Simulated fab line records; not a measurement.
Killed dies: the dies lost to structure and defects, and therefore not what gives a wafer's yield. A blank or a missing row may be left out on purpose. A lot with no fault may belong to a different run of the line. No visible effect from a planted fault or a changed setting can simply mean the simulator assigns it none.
Struck lot and sound lot, side by side + flow n5-finfet + 39 steps out of a route of 1938
Sound: wafers L348.2, L348.3, L348.6. Struck: wafer L359.1 (L359.3, L359.5, from the same lot, were not struck and are left out); the cause is given at the end.
Order at every step that has rows: each side's tool, ch and its chambers, its first start. Under that, the readings that differ: sound wafers + struck wafers + difference of the means + sigmas: that difference in standard deviations of wafers without a fault.
alike: a reading whose means differ by less than 2 such deviations, as well as words and numbers matching on both sides. not compared: withheld readings; readings where some wafer has no value; bounds like >300 that might hide an equal value; numbers whose values overlap and for which the record gives no deviation.
A row with sigmas, a row that says differs or no value, or rows on one side alone: a step with any of these is where the two part. Numbers that have no deviation but don't overlap get no sigmas and don't part them. A reading missing from all wafers of one side parts the sides only when that side holds two or more wafers.

first, 9 steps without rows for these wafers: N5_DUMMY_GATE_COAT_09 (resist thk 30 nm); N5_DUMMY_GATE_EBR_11; N5_DUMMY_GATE_SOFTBAKE_10 (time 60 s); N5_DUMMY_GATE_EXPOSE_12 (exposes mask GATE, target cd 25 nm); N5_DUMMY_GATE_PEB_13 (peb time 60 s); N5_DUMMY_GATE_DEVELOP_14 (develop time 30 s); N5_DUMMY_GATE_DESCUM_20 (chemistry O2, time 6.2 s); N5_DUMMY_GATE_ETCH_29 (etches underlayer in N2/H2, target depth 13 nm); N5_DUMMY_GATE_ETCH_36 (etches SiARC in CF4, target depth 13 nm).
N5_DUMMY_GATE_ETCH_37: etches SOC in N2/H2, target depth 60 nm, overetch 30 nm.
  sound on rie-diel-01 ch 0,1,2, day 4 06:13; struck on rie-diel-01 ch 0, day 6 22:15
| reading                                       | sound             | struck | difference | sigmas |
|-----------------------------------------------|-------------------|--------|------------|--------|
| model.etch.depth-nm (nm)                      | 60.26 60.18 60.29 | 50.82  | -9.42      |        |
| model.SiARC_of_DUMMY_GATE_COAT_35.thk-nm (nm) | 5.2 5.2 5.2       | 7.2    | +2.0       |        |
  alike: drypump-motor-current-A, oes-product-au, rf-vpp-V, showerhead-plenum-p-Torr, throttle-valve-pct
  not compared: rf-hours-counter-h
then, 2 steps without rows for these wafers: N5_DUMMY_GATE_STRIP_38 (strips in N2/H2); N5_DUMMY_GATE_STRIP_39 (strips in N2/H2).
N5_DUMMY_GATE_TRIM_49: chemistry O2, time 29 s, target cd 14 nm.
  sound on rie-si-02 ch 0,1,3, day 4 06:18; struck on rie-si-02 ch 0, day 6 22:20
| reading                     | sound          | struck | difference | sigmas |
|-----------------------------|----------------|--------|------------|--------|
| model.DUMMY_GATE.cd-nm (nm) | 14.4 14.2 14.2 | 15     | +1         |        |
  alike: drypump-motor-current-A, oes-product-au, throttle-valve-pct
  not compared: rf-hours-counter-h
then, 1 step without rows for these wafers: N5_DUMMY_GATE_STRIP_40 (strips in CF4).
N5_DUMMY_GATE_CD_MEAS_50: the cd target is 14 nm.
  sound on cd-sem-01 at day 4 06:31; struck on cd-sem-03 at day 6 22:42
| reading    | sound             | struck | difference | sigmas |
|------------|-------------------|--------|------------|--------|
| cd-nm (nm) | 14.29 14.07 14.58 | 14.92  | +0.61      | +2     |
N5_DUMMY_GATE_ETCH_31: etches SiO2 in C4F6/O2, target depth 82.5 nm, time 27.5 s.
  sound on rie-diel-01 ch 1,3, day 4 06:33; struck on rie-diel-02 ch 2, day 6 22:45
| reading                | sound             | struck | difference | sigmas |
|------------------------|-------------------|--------|------------|--------|
| oes-product-au (a.u.)  | 0.66 0.76 0.67    | 0.36   | -0.34      | -4     |
| throttle-valve-pct (%) | 21.58 21.30 21.58 | 20.99  | -0.50      | -2     |
  alike: C4F6_flow_sccm, drypump-motor-current-A, rf-vpp-V, showerhead-plenum-p-Torr
  not compared: rf-hours-counter-h
then, 1 step without rows for these wafers: N5_DUMMY_GATE_STRIP_41 (strips in O2).
N5_DUMMY_GATE_HM_OPEN_21: chemistry CH3F/O2, target SiNx, target depth 120 nm, time 171.4 s.
  sound on rie-diel-01 ch 1,3, day 4 06:38; struck on rie-diel-02 ch 2, day 6 22:50
| reading               | sound          | struck | difference | sigmas |
|-----------------------|----------------|--------|------------|--------|
| oes-product-au (a.u.) | 0.66 0.75 0.66 | 0.24   | -0.45      | -5     |
  alike: drypump-motor-current-A, rf-vpp-V, showerhead-plenum-p-Torr, throttle-valve-pct
  not compared: rf-hours-counter-h
then, 2 steps without rows for these wafers: N5_DUMMY_GATE_ETCH_32 (etches SiO2 in CF4, target depth 3.5 nm, time 3.9 s); N5_DUMMY_GATE_ETCH_23 (etches poly-Si in HBr/Cl2/O2, target depth 41 nm, time 22.3 s).
N5_DUMMY_GATE_ETCH_44: etches poly-Si in HBr/O2, stops on SiO2, target depth 127.5 nm.
  sound on rie-si-04 ch 0,2, day 4 06:53; struck on rie-si-03 ch 1, day 6 23:05
| reading               | sound             | struck | difference | sigmas |
|-----------------------|-------------------|--------|------------|--------|
| oes-product-au (a.u.) | 0.737 0.724 0.726 | 0.375  | -0.354     | -29    |
  alike: drypump-motor-current-A, throttle-valve-pct
  not compared: rf-hours-counter-h
N5_DUMMY_GATE_CD_MEAS_24: the cd target is 15 nm.
  sound on cd-sem-03 at day 4 07:00; struck on cd-sem-02 at day 6 23:12
  not compared: cd-nm
N5_DUMMY_GATE_ETCH_42: etches SiO2 in CHF3/O2, target depth 3.5 nm, time 31 s.
  sound on rie-diel-01 ch 0,1,2, day 4 07:03; struck on rie-diel-02 ch 2, day 6 23:16
| reading                     | sound          | struck | difference | sigmas |
|-----------------------------|----------------|--------|------------|--------|
| model.DUMMY_GATE.cd-nm (nm) | 15.4 15.2 15.4 | 16     | +1         |        |
  alike: drypump-motor-current-A, oes-product-au, rf-vpp-V, showerhead-plenum-p-Torr, throttle-valve-pct
  not compared: rf-hours-counter-h
then, 14 steps without rows for these wafers: N5_DUMMY_GATE_STRIP_48 (strips in N2/H2, time 20 s); N5_DUMMY_GATE_PRECLEAN_33 (cleans in dHF, time 10 s); N5_DUMMY_GATE_PRECLEAN_25 (cleans in O3/DIW, time 45 s); N5_DUMMY_GATE_PRECLEAN_51 (cleans in SC2, time 45 s); N5_DUMMY_GATE_SRD_26 (time 30 s); N5_DUMMY_GATE_UV_OZONE_45 (time 120 s); N5_SPACER0_ALD_07 (deposits SiNx, target thk 2 nm); N5_SPACER0_ALD_00 (deposits SiOCN, target thk 3.5 nm, pulse time 3 s, purge time 2 s); N5_SPACER0_ALD_08 (deposits SiNx, target thk 2 nm); N5_SD_EPI_N_COAT_32 (time 60 s, resist thk 350 nm); N5_SD_EPI_N_COAT_33 (time 60 s, resist thk 35 nm); N5_SD_EPI_N_COAT_03 (resist thk 150 nm); N5_SD_EPI_N_EBR_05; N5_SD_EPI_N_SOFTBAKE_04 (time 60 s).
N5_BEOL_M4_RC_MEAS_101:
  the record has rows for the sound wafers here (prober-02 ch 0, day 11 06:26) and none for the struck ones
-- here the record skips 13 days between the struck wafers' starts before and after, leaving off in module BEOL_M4 and picking up in module PASSIVATION (first step shown: number 1936 of the route) --
N5_PASSIVATION_PROBE_49:
  sound on prober-02 at day 15 14:55; struck on prober-02 at day 19 20:08
| reading                  | sound          | struck | difference | sigmas |
|--------------------------|----------------|--------|------------|--------|
| defect-limited-yield (%) | 92.4 93.0 88.9 | 0      | -91        | -65    |
| killed-at-front-end      | 22 34 37       | 1113   | +1082      | +90    |
| killed-dies              | 90 83 131      | 1180   | +1079      | +63    |
| killed-on-rim            | 9 9 14         | 152    | +141       | +38    |
| sort_bin_5_function (%)  | 4.7 4.3 7.1    | 96.2   | +90.8      | +93    |
| sort-n-pass              | 1090 1097 1049 | 0      | -1079      | -63    |
| sort-yield-pct (%)       | 92.4 93.0 88.9 | 0      | -91        | -65    |
  alike: killed_at_M0_to_M3, killed_at_M4_up, killed-at-contacts, killed-at-other, killed-open, killed-short, sort_bin_6_memory

== WHERE THEY PART ==
Earliest at N5_DUMMY_GATE_CD_MEAS_50; latest, in this record, at N5_PASSIVATION_PROBE_49.

WHY: whatever the simulator had introduced
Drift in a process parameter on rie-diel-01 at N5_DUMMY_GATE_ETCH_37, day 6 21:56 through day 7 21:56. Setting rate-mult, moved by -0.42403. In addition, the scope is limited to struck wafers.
